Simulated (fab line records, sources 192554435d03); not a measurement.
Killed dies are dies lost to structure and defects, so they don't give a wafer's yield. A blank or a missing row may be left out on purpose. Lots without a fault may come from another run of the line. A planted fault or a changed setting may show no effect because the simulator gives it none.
Chamber matching | flow n5_finfet | N5_BEOL_M12_ETCH_67 on rie_diel-01: 4 sister chambers
The step etches SiARC in CF4, target depth 143 nm, time 238.3 s. 4 wafers are shown with their chamber, then 7 later ones without.

WAFERS WITH THEIR CHAMBER
wafer  | chamber | showerhead_plenum_p_Torr (Torr)
L075.4 | 3       | 2.20
L083.5 | 1       | 2.03
L088.1 | 2       | 2.27
L088.3 | 0       | 2.16

WAFERS WITHOUT THEIR CHAMBER
wafer  | showerhead_plenum_p_Torr (Torr)
L088.6 | 2.27
L093.1 | 2.28
L093.5 | 2.28
L093.6 | 2.27
L094.2 | 2.19
L094.4 | 2.27
L094.6 | 2.16

WHICH CHAMBER EACH WENT THROUGH
wafer  | from the rows above | in truth
L088.6 | 2                   | 2
L093.1 | 2                   | 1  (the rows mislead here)
L093.5 | 2                   | 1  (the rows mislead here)
L093.6 | 2                   | 2
L094.2 | 3                   | 3
L094.4 | 2                   | 2
L094.6 | 0                   | 0
Placed correctly: 5 of 7. Can't be placed from these rows: 0. Placed wrongly: 2.
How it was worked out, from the rows above alone: a wafer's distance from a chamber is the root of the sum, over the readings, of the square of ((its reading less the chamber's mean) divided by the reading's scatter). The wafer belongs to the nearest chamber; if the next one is less than 2 further off, it can't be placed. A chamber's mean is the mean of its shown wafers. The scatter: with one shown wafer a chamber, the root of the mean of the squares of how far each hidden wafer lies from its nearest shown one.
